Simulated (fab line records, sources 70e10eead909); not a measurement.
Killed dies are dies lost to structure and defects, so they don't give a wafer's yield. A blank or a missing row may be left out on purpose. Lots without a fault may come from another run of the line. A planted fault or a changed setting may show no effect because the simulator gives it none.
Chamber matching | flow nand_harc | NHARC_A_ONON_D1_DEP_33 on pecvd-02: 3 sister chambers
The step deposits SiO2, target thk 200 nm. 6 wafers are shown with their chamber, then 9 later ones without.

WAFERS WITH THEIR CHAMBER
wafer  | chamber | throttle_valve_pct (%) | rf_fwd_power_W (W)
L081.5 | 0       | 16.7                   | 897.1
L084.1 | 2       | 16.1                   | 901.7
L084.6 | 1       | 16.2                   | 900.8
L086.1 | 0       | 16.3                   | 899.4
L086.2 | 1       | 16.5                   | 901.6
L086.6 | 2       | 16.0                   | 899.0

WAFERS WITHOUT THEIR CHAMBER
wafer  | throttle_valve_pct (%) | rf_fwd_power_W (W)
L088.1 | 16.0                   | 899.4
L088.3 | 16.4                   | 900.1
L088.5 | 16.6                   | 901.6
L091.2 | 16.3                   | 894.6
L091.3 | 16.6                   | 895.9
L091.5 | 16.5                   | 897.7
L092.3 | 16.4                   | 901.1
L092.5 | 16.1                   | 898.6
L092.6 | 16.6                   | 902.8

WHICH CHAMBER EACH WENT THROUGH
wafer  | from the rows above          | in truth
L088.1 | can't be placed: 2 or 1 or 0 | 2
L088.3 | can't be placed: 1 or 0 or 2 | 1
L088.5 | can't be placed: 1 or 0 or 2 | 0
L091.2 | can't be placed: 0 or 2 or 1 | 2
L091.3 | 0                            | 0
L091.5 | 0                            | 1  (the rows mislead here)
L092.3 | can't be placed: 1 or 2 or 0 | 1
L092.5 | can't be placed: 2 or 0 or 1 | 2
L092.6 | can't be placed: 1 or 0 or 2 | 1
Placed correctly: 1 of 9. Can't be placed from these rows: 7 (the true chamber is among the candidates in 7). Placed wrongly: 1.
How it was worked out, from the rows above alone: a wafer's distance from a chamber is the root of the sum, over the readings, of the square of ((its reading less the chamber's mean) divided by the reading's scatter). The wafer belongs to the nearest chamber; if the next one is less than 2 further off, it can't be placed. A chamber's mean is the mean of its shown wafers. The scatter: the root of (the sum of the squares of (reading less its chamber's mean) over the shown wafers, divided by (wafers less chambers)).
